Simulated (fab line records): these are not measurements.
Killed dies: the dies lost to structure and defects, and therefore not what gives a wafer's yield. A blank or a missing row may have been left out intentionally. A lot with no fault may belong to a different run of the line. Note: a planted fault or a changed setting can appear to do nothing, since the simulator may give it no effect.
A single fault, viewed from 2 desks || flow n5Finfet || numbers are kept per desk, each desk with only its own; the story behind them comes last

== TOOL OWNER'S DESK, pecvd-04 ==
The tool's own readings at N5_BEOL_M2_DEP_57 (deposits SiCN from 3MS/NH3, target thk 8 nm, time 14 s): means of the sampled wafers that have a number, for each lot that ran on this tool. A lot is out of limits, marked OUT, if its mean lies more than 4 standard deviations from the usual mean; the brackets give that distance.
Columns: A = showerheadPlenumPTorr at N5_BEOL_M2_DEP_57, usual 3.664 Torr; B = throttleValvePct at N5_BEOL_M2_DEP_57, usual 9.1 %
{"lot": "L687", "first seen here": "day 7 12:45", "A": 3.678, "B": 9.1}
{"lot": "L692", "first seen here": "day 9 06:11", "A": 3.669, "B": 9.4}
{"lot": "L695", "first seen here": "day 10 00:38", "A": 3.680, "B": 9.2}
Result from this desk: across the 3 lots, nothing is out of limits.

== METROLOGY DESK ==
What the gauges read, lot by lot, whatever tool the lot ran on: means of the sampled wafers that have a number. A lot is out of limits, marked OUT, if its mean lies more than 4 standard deviations from the usual mean; the brackets give that distance. Shown here are 7 of its 10 readings, the ones lying furthest out on some lot.
Columns: A = DIBL_N at N5_BEOL_M4_RC_MEAS_101, usual 36.5 mV/V; B = DIBL_P at N5_BEOL_M4_RC_MEAS_101, usual 36.5 mV/V; C = IOFF_N at N5_BEOL_M4_RC_MEAS_101, usual 0.17 nA/um; D = ION_N at N5_BEOL_M4_RC_MEAS_101, usual 677 uA/um; E = SS_N at N5_BEOL_M4_RC_MEAS_101, usual 71.6 mV/dec; F = SS_P at N5_BEOL_M4_RC_MEAS_101, usual 73.3 mV/dec; G = VT_N at N5_BEOL_M4_RC_MEAS_101, usual 249 mV
{"lot": "L687", "first seen here": "day 8 14:34", "A": 39.0, "B": 39.5, "C": 0.20, "D": 692, "E": 71.8, "F": 74.2, "G": 245}
{"lot": "L692", "first seen here": "day 10 04:04", "A": 38.2, "B": 38.3, "C": 0.20, "D": 677, "E": 72.5, "F": 74.0, "G": 245}
{"lot": "L695", "first seen here": "day 11 03:17", "A": 37.6, "B": 37.2, "C": 0.20, "D": 680, "E": 71.7, "F": 73.4, "G": 246}
{"lot": "L701", "first seen here": "day 12 10:20", "A": 38.4, "B": 37.2, "C": 0.22, "D": 694, "E": 71.8, "F": 73.8, "G": 244}
Result from this desk: across the 4 lots, nothing is out of limits.

== TAKEN TOGETHER ==
The desk of the tool owner found nothing out of limits.
The metrology desk saw nothing out of limits.

== WHAT WAS PUT IN BY THE SIMULATOR ==
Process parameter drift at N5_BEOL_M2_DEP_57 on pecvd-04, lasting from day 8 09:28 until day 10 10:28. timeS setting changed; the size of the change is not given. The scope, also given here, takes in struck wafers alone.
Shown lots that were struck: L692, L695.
